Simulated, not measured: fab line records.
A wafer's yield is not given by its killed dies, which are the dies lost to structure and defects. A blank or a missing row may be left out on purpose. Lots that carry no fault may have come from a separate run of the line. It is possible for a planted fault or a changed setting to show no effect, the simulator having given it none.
Chamber matching | flow n5_finfet | N5_BEOL_M9_PECVD_70 on pecvd-04: 3 sister chambers
The step deposits SiO2 from TEOS/O2, target thk 20 nm, time 22.7 s. 3 wafers are shown with their chamber, then 7 later ones without.

== EACH WAFER AND ITS CHAMBER ==
wafer  | chamber | throttle_valve_pct (%)
L436.3 | 1       | 23.5
L435.1 | 0       | 20.9
L435.2 | 2       | 21.5

== WAFERS MISSING THEIR CHAMBER ==
wafer  | throttle_valve_pct (%)
L435.4 | 21.2
L440.4 | 21.5
L440.5 | 23.1
L440.6 | 20.9
L438.4 | 21.0
L438.5 | 23.4
L438.6 | 21.5

== THE CHAMBER EACH PASSED THROUGH ==
wafer  | from the rows above     | in truth
L435.4 | can't be placed: 0 or 2 | 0
L440.4 | 2                       | 2
L440.5 | 1                       | 1
L440.6 | 0                       | 0
L438.4 | 0                       | 0
L438.5 | 1                       | 1
L438.6 | 2                       | 2
Placed correctly: 6 of 7. Can't be placed from these rows: 1 (the true chamber is among the candidates in 1). Number placed wrongly: 0.
How it was worked out, from the rows above alone: a wafer's distance from a chamber is the root of the sum, over the readings, of the square of ((its reading less the chamber's mean) divided by the reading's scatter). If the next closest chamber is less than 2 further off than the closest, the wafer can't be placed; otherwise it belongs to the closest. A chamber's mean is the mean of its shown wafers. The scatter (one wafer shown for each chamber): square how far every hidden wafer sits from the nearest shown wafer, average those squares and take the square root.
